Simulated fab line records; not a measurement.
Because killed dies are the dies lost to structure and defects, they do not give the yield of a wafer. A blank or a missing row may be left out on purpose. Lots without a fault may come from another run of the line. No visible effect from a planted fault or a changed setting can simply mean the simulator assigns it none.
One fault seen from 2 desks    flow nand harc    every desk sees just its own numbers, and what lay behind them comes last

== THE TOOL OWNER'S DESK: rie diel-10 ==
The tool's own readings at NHARC_A_BONDPAD_ETCH_24 (etches the open film in CF4/N2, target depth 30 nm, time 72.99 s): means of the sampled wafers that have a number, for each lot that ran on this tool. If a lot's mean is further than 4 standard deviations from the usual mean, the lot is out of limits and carries the mark OUT (the distance appears in the brackets).
Columns: A = bias w at NHARC_A_BONDPAD_ETCH_24, usual 100.0 W; B = drypump motor current A at NHARC_A_BONDPAD_ETCH_24, usual 5.7 A; C = n2 flow sccm at NHARC_A_BONDPAD_ETCH_24, usual 100.0 sccm; D = oes product au at NHARC_A_BONDPAD_ETCH_24, usual 0.999 a.u.; E = rf vpp V at NHARC_A_BONDPAD_ETCH_24, usual 313.9 V; F = showerhead plenum p Torr at NHARC_A_BONDPAD_ETCH_24, usual 2.60 Torr; G = throttle valve pct at NHARC_A_BONDPAD_ETCH_24, usual 19.795 %
lot   first seen here  A      B    C      D      E      F     G
L705  day 25 04:08     100.3  5.4  100.1  0.996  315.3  2.69  19.793
L710  day 26 19:47     100.1  5.8  100.2  1.011  312.8  2.56  19.803
L716  day 29 07:41     100.3  5.4  100.1  0.992  314.3  2.63  19.803
Result from this desk: across the 3 lots, nothing is out of limits.

== METROLOGY DESK ==
Means of the sampled wafers that have a number, per lot and without regard to the tool the lot ran on: this is what the gauges read. If a lot's mean is further than 4 standard deviations from the usual mean, the lot is out of limits and carries the mark OUT (the distance appears in the brackets).
Columns: A = thk nm at NHARC_A_BONDPAD_THK_MEAS_30, usual 199.7 nm
lot   first seen here  A
L703  day 24 03:20     200.6
L704  day 25 02:02     198.7
L705  day 25 02:38     200.2
L708  day 25 06:29     198.0
L707  day 25 20:22     199.6
L711  day 26 13:17     200.9
L710  day 26 18:24     199.6
L716  day 29 06:11     200.7
L724  day 31 23:08     200.0
L725  day 32 22:48     198.6
L726  day 32 23:32     199.4
Result from this desk: across the 11 lots, nothing is out of limits.

== TAKEN TOGETHER ==
Nothing out of limits was seen by the tool owner's desk.
From the metrology desk's view, nothing was out of limits.

== WHAT HAD BEEN PUT IN BY THE SIMULATOR ==
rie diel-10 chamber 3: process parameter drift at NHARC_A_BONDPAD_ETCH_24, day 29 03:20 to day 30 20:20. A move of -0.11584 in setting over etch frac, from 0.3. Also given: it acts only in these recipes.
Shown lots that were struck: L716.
